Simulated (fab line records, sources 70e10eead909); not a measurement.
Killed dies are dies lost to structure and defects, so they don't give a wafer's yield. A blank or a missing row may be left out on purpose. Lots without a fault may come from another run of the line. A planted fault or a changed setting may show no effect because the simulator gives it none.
fab line records | flow nand_harc | part 1 of 2: steps 1 to 20 of 36
record lots=5 wafers=15 last_day=27
route steps=1159 shown P_GATE@138
lots that met no fault: from a run of the same line without faults
start_h: hours from the record's first day to the start of the lot's first wafer shown | wait_h: hours since the lot's step before | " the same as in the row above | L1.1+2: a row that stands for several wafers | - no value, or no start given | * or withheld: withheld | < > ~ a bound
route shown NAME@n: a module of which the file shows steps, and the number in the route of the first | usual: mean/standard deviation of fault-free wafers | same: alike in all rows | chamber/n: place in a boat | sites: the reading at each site | _std_site: their standard deviation | _edge_site: outer sites' mean less inner sites' | radius_mm: how far each site lies from the wafer's centre | mask NAME#n: copy n | behind: the tool/chamber that last shaped the wafer | hold: why the lot was held/for how many hours/how that ended | device: the transistor (n, p or np) that didn't switch | end of line: the same wafers' tests at the end of the route | a step without rows: its recipe alone | killed: dies lost to structure and defects at the first sort, not the wafer's yield | map: a wafer's dies, x killed, . not, _ none there
set.NAME: the setting as run; set.NAME@STEP: as run at that earlier step | model.NAME: the simulator's own value behind a step, which no gauge read
lots at some steps of the route; a table a step, a row a wafer
services: from which hour (start_h, from the record's first day; less than 0 if before it) a tool's chamber was out of use, for how many hours, and why
## steps
# step NHARC_P_GATE_EXPOSE_23
# recipe na=1.35 target_cd_nm=120 dose_mj=93.91 mask_id=P_GATE
# columns lot.wafer tool chamber start_h wait_h mask
L076.3+4+5 arfi_scanner-01 0 127.97 - P_GATE#0
L081.1+4+5 arfi_scanner-01 0 130.44 - P_GATE#0
L084.1+3+6 arfi_scanner-01 0 148.07 - P_GATE#0
L091.1+2+3 arfi_scanner-02 0 190.58 - P_GATE#0
L095.1+3+6 arfi_scanner-01 0 207.74 - P_GATE#0
# step NHARC_P_GATE_PEB_24
# recipe peb_temp_c=100 peb_time_s=65
# columns lot.wafer tool chamber start_h wait_h
L076.3+4+5 litho_track-04 0 128.03 0.0
L081.1+4+5 litho_track-06 0 130.50 0.1
L084.1+3+6 litho_track-04 0 148.13 0.1
L091.1+2+3 litho_track-04 0 190.65 0.1
L095.1+3+6 litho_track-01 0 207.80 0.1
# step NHARC_P_GATE_DEVELOP_25
# recipe develop_time_s=35 dev_temp_c=23
# columns lot.wafer tool chamber start_h wait_h
L076.3+4+5 litho_track-04 0 - -
L081.1+4+5 litho_track-06 0 - -
L084.1+3+6 litho_track-04 0 - -
L091.1+2+3 litho_track-04 0 - -
L095.1+3+6 litho_track-01 0 - -
# step NHARC_P_GATE_CD_MEAS_26
# recipe target_cd_nm=120 landing_energy_ev=500
# usual cd_nm=120.2/0.66
# columns lot.wafer tool chamber start_h wait_h cd_nm
L076.3 cd_sem-02 0 128.11 - 120.5
L076.4 " 0 " " 121.4
L076.5 " 0 " " 120.6
L081.1 cd_sem-01 0 130.58 - 120.4
L081.4 " 0 " " 120.3
L081.5 " 0 " " 120.4
L084.1 cd_sem-02 0 148.21 - 121.1
L084.3 " 0 " " 121.0
L084.6 " 0 " " 120.3
L091.1 cd_sem-01 0 190.73 - 120.4
L091.2 " 0 " " 121.5
L091.3 " 0 " " 121.6
L095.1 cd_sem-02 0 207.88 - 119.8
L095.3 " 0 " " 119.7
L095.6 " 0 " " 119.4
# step NHARC_P_GATE_OVL_MEAS_27
# usual overlay_x_nm=0.1/0.86 overlay_y_nm=0.0/0.92
# columns lot.wafer tool chamber start_h wait_h overlay_x_nm overlay_y_nm
L076.3 overlay-01 - 128.19 - -0.7 -0.5
L076.4 " - " " -0.5 -1.5
L076.5 " - " " -1.3 -0.8
L081.1 overlay-01 - 130.67 - 1.6 -1.1
L081.4 " - " " 1.5 -0.6
L081.5 " - " " 1.1 -1.4
L084.1 overlay-01 - 148.29 - 1.0 -0.4
L084.3 " - " " 0.2 -0.1
L084.6 " - " " 0.2 -0.2
L091.1 overlay-01 - 190.82 - 0.0 2.5
L091.2 " - " " 0.3 1.6
L091.3 " - " " 0.8 2.1
L095.1 overlay-01 - 207.97 - 1.1 -0.4
L095.3 " - " " 1.4 -0.8
L095.6 " - " " 1.3 -0.2
# step NHARC_P_GATE_INSPECT_28
# usual raw_defect_count=6.1/2.6
# columns lot.wafer tool chamber start_h wait_h raw_defect_count
L076.3 defect_inspect-02 - 128.23 0.0 4
L076.4 " - " " 6
L076.5 " - " " 7
L081.1 defect_inspect-02 - 130.70 0.0 1
L081.4 " - " " 11
L081.5 " - " " 7
L084.1 defect_inspect-01 - 148.33 0.0 2
L084.3 " - " " 9
L084.6 " - " " 6
L091.1 defect_inspect-02 - 190.85 0.0 5
L091.2 " - " " 3
L091.3 " - " " 8
L095.1 defect_inspect-02 - 208.00 0.0 9
L095.3 " - " " 9
L095.6 " - " " 6
# step NHARC_P_GATE_DESCUM_31
# recipe time_s=3 o2_flow_sccm=200 ar_flow_sccm=0 bias_power_w=0 chemistry=O2
# usual drypump_motor_current_A=5.7/0.62 o2_flow_sccm=200.0/0.59 oes_product_au=0.999/0.01 rf_vpp_V=58.0/0.91 showerhead_plenum_p_Torr=1.95/0.088 throttle_valve_pct=11.310/0.0095
# same bias_power_w=0
# columns lot.wafer tool chamber start_h wait_h drypump_motor_current_A o2_flow_sccm oes_product_au rf_hours_counter_h rf_vpp_V showerhead_plenum_p_Torr throttle_valve_pct
L076.3 rie_diel-06 1 128.51 0.3 5.0 200.1 0.979 10 57.4 2.05 11.315
L076.4 " 3 " " 5.9 199.9 0.998 9 57.4 2.01 11.303
L076.5 " 0 " " 6.7 199.9 1.008 - 58.5 1.97 11.307
L081.1 rie_diel-06 3 130.89 0.2 5.9 200.5 1.005 10 59.1 2.01 11.311
L081.4 " 2 " " 5.3 199.6 1.011 11 58.7 1.81 11.312
L081.5 " 0 " " 6.7 199.1 1.003 - 57.6 1.96 11.317
L084.3 rie_diel-06 2 148.39 0.1 5.3 200.8 1.006 18 59.1 1.81 11.305
L084.1 " 3 " " 5.8 199.8 0.995 17 59.8 2.01 11.307
L084.6 " 1 " " 5.0 200.2 0.990 - 58.2 2.05 11.327
L091.3 rie_diel-05 0 190.96 0.1 5.2 199.7 0.995 4 58.0 1.94 11.322
L091.1 " 1 " " 6.1 199.9 0.998 3 57.8 1.89 11.309
L091.2 " 2 " " 6.4 200.2 0.998 3 59.1 2.01 11.314
L095.1 rie_diel-05 0 208.08 0.1 5.3 200.9 0.990 8 57.9 1.93 11.324
L095.3 " 2 " " 6.4 200.7 0.996 8 59.4 2.00 11.300
L095.6 " 0 " " 5.3 200.1 0.997 - 57.8 1.93 11.306
# step NHARC_P_GATE_ETCH_104
# recipe target_depth_a=600 time_s=withheld cf4_flow_sccm=100 chf3_flow_sccm=30 ar_flow_sccm=0 rf_w=500 bias_w=200 chemistry=CF4/CHF3
# usual drypump_motor_current_A=5.7/0.6 oes_product_au=0.936/0.018 rf_vpp_V=371.6/2.4 showerhead_plenum_p_Torr=1.60/0.068 throttle_valve_pct=16.803/0.0093
# columns lot.wafer tool chamber start_h wait_h drypump_motor_current_A oes_product_au rf_vpp_V showerhead_plenum_p_Torr throttle_valve_pct
L076.4 rie_diel-06 2 128.89 0.4 5.3 0.927 368.6 1.50 16.801
L076.3 " 0 " " 6.7 0.929 371.8 1.61 16.818
L076.5 " 2 " " 5.3 0.944 368.5 1.50 16.798
L081.1 rie_diel-06 0 130.99 0.1 6.7 0.954 372.8 1.61 16.808
L081.4 " 1 " " 5.0 0.932 375.6 1.68 16.814
L081.5 " 2 " " 5.3 0.948 368.8 1.50 16.813
L084.1 rie_diel-06 3 148.50 0.1 5.9 0.930 373.5 1.65 16.804
L084.3 " 1 " " 5.0 0.910 373.8 1.68 16.813
L084.6 " 2 " " 5.3 0.945 368.0 1.49 16.805
L091.2 rie_diel-05 3 191.06 0.1 5.5 0.925 368.8 1.52 16.808
L091.3 " 0 " " 5.3 0.918 371.2 1.59 16.807
L091.1 " 2 " " 6.5 0.913 373.4 1.64 16.815
L095.3 rie_diel-05 0 208.16 0.1 5.2 0.925 371.0 1.59 16.820
L095.1 " 3 " " 5.5 0.917 368.9 1.52 16.792
L095.6 " 0 " " 5.3 0.919 371.5 1.59 16.803
# step NHARC_P_GATE_HM_OPEN_105
# recipe target_depth_a=3600 o2_flow_sccm=400 cos_flow_sccm=20 ar_flow_sccm=0 rf_w=500 bias_w=300 chemistry=O2/COS
# usual drypump_motor_current_A=5.7/0.6 o2_flow_sccm=400.1/1.2 oes_product_au=1.000/0.01 rf_vpp_V=468/3.1 showerhead_plenum_p_Torr=3.18/0.14 throttle_valve_pct=28.331/0.0086
# columns lot.wafer tool chamber start_h wait_h drypump_motor_current_A o2_flow_sccm oes_product_au rf_hours_counter_h rf_vpp_V showerhead_plenum_p_Torr throttle_valve_pct
L076.4 rie_diel-06 1 - - 5.0 399.7 0.992 10 473 3.34 28.334
L076.3 " 2 " " 5.3 401.2 1.011 11 463 2.97 28.331
L076.5 " 2 " " 5.3 401.4 1.003 - 464 2.97 28.336
L081.1 rie_diel-06 3 - - 5.9 401.4 0.996 10 471 3.28 28.323
L081.4 " 1 " " 5.0 398.3 0.984 11 472 3.33 28.328
L081.5 " 2 " " 5.3 401.4 1.011 - 462 2.97 28.349
L084.3 rie_diel-06 3 - - 5.9 400.0 1.001 17 471 3.27 28.331
L084.1 " 2 " " 5.3 400.7 1.015 19 464 2.96 28.334
L084.6 " 3 " " 5.9 400.0 1.009 - 469 3.27 28.331
L091.3 rie_diel-05 3 - - 5.5 400.9 0.992 4 464 3.02 28.335
L091.2 " 0 " " 5.3 403.7 0.988 4 467 3.16 28.336
L091.1 " 2 " " 6.4 400.3 1.010 3 470 3.26 28.331
L095.1 rie_diel-05 3 - - 5.5 400.1 0.998 7 466 3.02 28.337
L095.3 " 0 " " 5.3 400.9 1.007 8 468 3.15 28.316
L095.6 " 2 " " 6.4 397.7 0.995 - 470 3.26 28.337
# step NHARC_P_GATE_STRIP_106
# recipe o2_flow_sccm=400 cos_flow_sccm=20 ar_flow_sccm=0 bias_w=0 chemistry=O2/COS
# columns lot.wafer tool chamber start_h wait_h
L076.3+4+5 rie_diel-06 0,1,3 - -
L081.4+1+5 rie_diel-06 1,2,2 - -
L084.3+1+6 rie_diel-06 3,1,3 - -
L091.3+1+2 rie_diel-05 0,2,3 - -
L095.3+1+6 rie_diel-05 2,0,2 - -
# step NHARC_P_GATE_ETCH_114
# recipe target_depth_a=300 overetch_a=30 time_s=16.5 ion_energy_ev=100 cf4_flow_sccm=80 o2_flow_sccm=20 ar_flow_sccm=0 rf_w=300 bias_w=100 chemistry=CF4/O2
# usual drypump_motor_current_A=5.7/0.63 o2_flow_sccm=20.00/0.057 oes_product_au=0.998/0.011 rf_vpp_V=198.5/1.3 showerhead_plenum_p_Torr=1.36/0.059 throttle_valve_pct=13.397/0.0097
# columns lot.wafer tool chamber start_h wait_h drypump_motor_current_A o2_flow_sccm oes_product_au rf_hours_counter_h rf_vpp_V showerhead_plenum_p_Torr throttle_valve_pct
L076.3 rie_diel-06 0 - - 6.7 20.13 1.002 10 198.7 1.37 13.398
L076.4 " 3 " " 5.8 20.01 0.994 9 199.3 1.40 13.397
L076.5 " 1 " " 5.0 20.09 0.986 - 199.4 1.43 13.380
L081.4 rie_diel-06 1 - - 5.0 19.99 0.983 11 199.9 1.43 13.410
L081.1 " 3 " " 5.9 19.92 0.983 10 198.7 1.40 13.392
L081.5 " 1 " " 5.0 20.02 0.984 - 199.7 1.43 13.406
L084.1 rie_diel-06 2 - - 5.3 19.96 1.018 19 197.5 1.26 13.396
L084.3 " 1 " " 5.0 20.02 0.986 18 200.1 1.43 13.375
L084.6 " 3 " " 5.9 20.08 0.996 - 198.0 1.40 13.395
L091.2 rie_diel-05 1 - - 6.1 19.98 1.009 3 198.4 1.32 13.394
L091.3 " 3 " " 5.5 20.00 1.000 4 198.6 1.29 13.397
L091.1 " 0 " " 5.3 19.94 1.000 4 198.8 1.35 13.406
L095.3 rie_diel-05 1 - - 6.1 20.02 0.998 8 197.1 1.32 13.392
L095.1 " 2 " " 6.5 20.01 0.984 8 198.5 1.40 13.390
L095.6 " 0 " " 5.2 19.81 0.984 - 198.3 1.35 13.385
# step NHARC_P_GATE_ETCH_32
# recipe target_depth_a=1500 over_etch_frac=1 over_etch_ion_energy_ev=40 time_s=100.1 hbr_flow_sccm=150 cl2_flow_sccm=50 rf_w=400 icp_w=400 bias_w=100 chemistry=HBr/Cl2
# usual drypump_motor_current_A=5.9/0.37 oes_product_au=0.998/0.01 throttle_valve_pct=26.405/0.0096
# columns lot.wafer tool chamber start_h wait_h drypump_motor_current_A oes_product_au rf_hours_counter_h throttle_valve_pct
L076.3 rie_si-02 1 129.42 - 6.4 1.005 0.9 26.400
L076.4 " 2 " " 5.9 1.012 0.8 26.402
L076.5 " 1 " " 6.4 0.995 - 26.403
L081.4 rie_si-02 1 131.74 - 6.3 1.000 1.2 26.402
L081.1 " 0 " " 5.9 1.000 1.0 26.414
L081.5 " 2 " " 5.8 1.019 - 26.409
L084.1 rie_si-01 1 148.98 - 5.6 0.998 0.1 26.410
L084.3 " 2 " " 6.4 0.982 0.0 26.421
L084.6 " 0 " " 6.2 0.999 - 26.410
L091.1 rie_si-02 1 191.45 - 6.3 0.998 1.8 26.406
L091.3 " 2 " " 5.8 1.008 1.5 26.395
L091.2 " 3 " " 6.1 0.996 1.4 26.410
L095.3 rie_si-04 1 208.55 - 6.5 1.022 1.3 26.414
L095.1 " 3 " " 5.4 0.992 1.3 26.390
L095.6 " 1 " " 6.4 1.002 - 26.418
# step NHARC_P_GATE_STRIP_108
# recipe o2_flow_sccm=500 ar_flow_sccm=0 bias_w=0 chemistry=O2
# usual drypump_motor_current_A=5.7/0.62 o2_flow_sccm=500.0/1.5 oes_product_au=0.999/0.011 rf_vpp_V=58.0/0.87 showerhead_plenum_p_Torr=3.59/0.15 throttle_valve_pct=17.036/0.0082
# columns lot.wafer tool chamber start_h wait_h drypump_motor_current_A o2_flow_sccm oes_product_au rf_hours_counter_h rf_vpp_V showerhead_plenum_p_Torr throttle_valve_pct
L076.3 rie_diel-06 2 129.58 - 5.3 499.5 1.014 11 56.8 3.35 17.036
L076.4 " 0 " " 6.7 499.9 1.000 10 57.1 3.62 17.049
L076.5 " 2 " " 5.3 501.2 1.007 - 58.2 3.35 17.050
L081.1 rie_diel-06 2 132.10 - 5.3 501.1 1.011 12 56.4 3.35 17.028
L081.4 " 0 " " 6.7 499.9 1.005 11 59.0 3.62 17.043
L081.5 " 2 " " 5.3 500.2 1.008 - 57.2 3.35 17.026
L084.1 rie_diel-06 2 149.15 - 5.3 497.3 1.016 19 56.0 3.35 17.047
L084.3 " 3 " " 5.9 500.0 0.994 17 57.2 3.70 17.041
L084.6 " 3 " " 5.9 500.8 1.006 - 57.7 3.70 17.050
L091.2 rie_diel-06 0 191.60 - 6.7 499.5 1.005 26 57.7 3.61 17.029
L091.1 " 1 " " 5.0 499.4 0.997 27 59.1 3.76 17.027
L091.3 " 3 " " 5.9 500.8 0.988 25 58.6 3.69 17.043
L095.1 rie_diel-05 0 208.71 - 5.3 501.5 0.989 8 58.5 3.56 17.046
L095.3 " 2 " " 6.5 499.1 0.982 8 58.8 3.68 17.023
L095.6 " 0 " " 5.3 499.9 0.987 - 59.1 3.56 17.039
# step NHARC_P_GATE_CD_MEAS_33
# usual cd_nm=120.4/2.4
# columns lot.wafer tool chamber start_h wait_h cd_nm
L076.3 cd_sem-03 - 129.76 - 122.7
L076.4 " - " " 119.8
L076.5 " - " " 121.9
L081.1 cd_sem-03 - 132.26 - 123.4
L081.4 " - " " 120.6
L081.5 " - " " 119.4
L084.1 cd_sem-03 - 149.33 0.2 124.1
L084.3 " - " " 119.5
L084.6 " - " " 118.7
L091.1 cd_sem-01 - 191.77 - 122.4
L091.2 " - " " 118.7
L091.3 " - " " 127.6
L095.1 cd_sem-03 - 208.87 - 121.7
L095.3 " - " " 114.8
L095.6 " - " " 117.8
# step NHARC_P_GATE_STRIP_35
# recipe time_s=600 temp_c=130 chemistry=SPM
# columns lot.wafer tool chamber start_h wait_h
L076.5+3+4 wet_bench-07 6,7,2 129.85 0.1
L081.5+4+1 wet_bench-09 4,6,0 132.35 0.1
L084.3+6+1 wet_bench-07 4,6,7 149.42 0.1
L091.1+3+2 wet_bench-09 1,2,3 191.86 0.1
L095.3+6+1 wet_bench-01 2,5,7 208.96 0.1
# step NHARC_P_GATE_PRECLEAN_73
# recipe time_s=* temp_c=50 bath_age_min=0 chemistry=SC1
# columns lot.wafer tool chamber start_h wait_h
L076.5+3+4 wet_bench-07 6,7,2 - -
L081.5+4+1 wet_bench-09 4,6,0 - -
L084.3+6+1 wet_bench-07 4,6,7 - -
L091.1+3+2 wet_bench-09 1,2,3 - -
L095.3+6+1 wet_bench-01 2,5,7 - -
# step NHARC_P_GATE_SRD_74
# columns lot.wafer tool chamber start_h wait_h
L076.5+3+4 wet_bench-07 6,7,2 - -
L081.5+4+1 wet_bench-09 4,6,0 - -
L084.3+6+1 wet_bench-07 4,6,7 - -
L091.1+3+2 wet_bench-09 1,2,3 - -
L095.3+6+1 wet_bench-01 2,5,7 - -
# step NHARC_P_GATE_ALD_36
# recipe target_thk_a=200 pulse_time_s=60 ald_cycles=223 temp_c=400 material=SiNx
# usual heater_power_w=872/100 precursor_pulse_height_rel=0.999/0.02 susceptor_temp_C=400.01/0.22
# columns lot.wafer tool chamber start_h wait_h heater_power_w precursor_pulse_height_rel susceptor_temp_C
L076.3 ald_sin-02 0 150.70 - 738 1.002 399.94
L076.4 " 3 153.91 - 923 0.999 399.89
L076.5 " 0 154.98 - 725 1.019 400.20
L081.1 ald_sin-04 0 162.08 - 904 1.005 400.25
L081.4 " 1 163.13 - 799 0.986 400.24
L081.5 " 0 166.29 - 888 0.986 400.57
L084.3 ald_sin-03 0 170.28 - 996 1.011 400.02
L084.1 " 1 171.34 - 798 1.016 400.11
L084.6 " 1 175.56 - 777 1.017 399.76
L091.3 ald_sin-03 1 193.28 - 812 1.009 400.06
L091.2 " 2 194.33 - 799 0.995 399.97
L091.1 " 3 195.39 - 1124 1.012 399.46
L095.3 ald_sin-03 3 211.42 - 1110 0.981 399.91
L095.1 " 0 212.46 - 977 1.019 400.01
L095.6 " 1 213.50 - 775 0.981 400.42
# step NHARC_P_GATE_ETCHBACK_37
# recipe target_depth_a=345 time_s=17.2 chf3_flow_sccm=50 o2_flow_sccm=10 ar_flow_sccm=200 rf_w=500 bias_w=200 chemistry=CHF3/O2
# usual drypump_motor_current_A=5.8/0.62 o2_flow_sccm=9.997/0.029 oes_product_au=0.96/0.039 rf_vpp_V=371.6/2.1 showerhead_plenum_p_Torr=2.45/0.097 throttle_valve_pct=20.572/0.009
# columns lot.wafer tool chamber start_h wait_h drypump_motor_current_A o2_flow_sccm oes_product_au rf_hours_counter_h rf_vpp_V showerhead_plenum_p_Torr throttle_valve_pct
L076.4 rie_diel-05 2 - - 6.5 9.994 1.01 69 371.8 2.51 20.568
L076.3 " 3 " " 5.5 10.040 0.99 61 370.9 2.32 20.568
L076.5 " 2 " " 6.4 10.029 1.02 - 372.9 2.51 20.569
L081.1 rie_diel-04 1 - - 5.4 10.045 0.99 12 371.8 2.46 20.582
L081.4 " 2 " " 6.4 9.996 0.99 13 371.3 2.45 20.593
L081.5 " 2 " " 6.4 9.957 1.00 - 372.4 2.45 20.584
L084.3 rie_diel-06 1 - - 5.0 10.002 0.91 24 371.9 2.56 20.565
L084.1 " 2 " " 5.3 9.984 0.93 25 369.3 2.28 20.560
L084.6 " 0 " " 6.7 9.975 0.93 - 372.0 2.46 20.595
L091.2 rie_diel-04 2 - - 6.4 9.951 1.00 20 370.9 2.45 20.570
L091.3 " 3 " " 5.1 9.982 0.99 20 374.3 2.59 20.569
L091.1 " 1 " " 5.4 9.958 1.01 20 372.3 2.46 20.589
L095.1 rie_diel-06 1 - - 5.0 9.993 0.99 29 373.3 2.56 20.568
L095.3 " 3 " " 5.9 9.996 1.01 28 374.1 2.51 20.571
L095.6 " 1 " " 5.0 9.990 0.99 - 373.5 2.56 20.571
# step NHARC_P_GATE_STRIP_101
# recipe time_s=20 o2_flow_sccm=500 ar_flow_sccm=0 bias_w=0 chemistry=O2
# usual drypump_motor_current_A=5.8/0.6 o2_flow_sccm=500.1/1.7 oes_product_au=0.998/0.0098 rf_vpp_V=57.9/0.91 showerhead_plenum_p_Torr=3.58/0.14 throttle_valve_pct=17.036/0.0089
# columns lot.wafer tool chamber start_h wait_h drypump_motor_current_A o2_flow_sccm oes_product_au rf_hours_counter_h rf_vpp_V showerhead_plenum_p_Torr throttle_valve_pct
L076.3 rie_diel-05 0 160.51 0.2 5.3 497.5 0.993 70 56.6 3.57 17.028
L076.4 " 1 " " 6.1 500.1 1.001 68 59.0 3.49 17.033
L076.5 " 1 " " 6.1 501.8 1.002 - 57.4 3.49 17.019
L081.1 rie_diel-04 3 171.68 0.1 5.1 500.7 0.999 12 58.1 3.80 17.044
L081.4 " 0 " " 6.4 496.9 1.003 11 57.1 3.43 17.038
L081.5 " 3 " " 5.1 499.5 0.996 - 60.1 3.80 17.034
L084.3 rie_diel-06 1 180.07 0.3 5.0 501.6 1.001 25 59.5 3.76 17.031
L084.1 " 3 " " 5.9 500.5 1.006 23 58.8 3.69 17.035
L084.6 " 2 " " 5.3 499.6 1.014 - 56.3 3.35 17.024
L091.2 rie_diel-04 3 201.86 0.1 5.1 498.3 0.998 20 58.0 3.80 17.035
L091.3 " 1 " " 5.4 503.6 0.997 20 58.7 3.61 17.041
L091.1 " 2 " " 6.5 497.0 1.008 21 58.2 3.59 17.035
L095.3 rie_diel-06 2 218.86 0.1 5.3 497.2 1.002 30 57.3 3.34 17.036
L095.1 " 3 " " 5.9 501.6 0.998 28 58.1 3.69 17.016
L095.6 " 0 " " 6.7 499.1 1.005 - 56.7 3.61 17.028
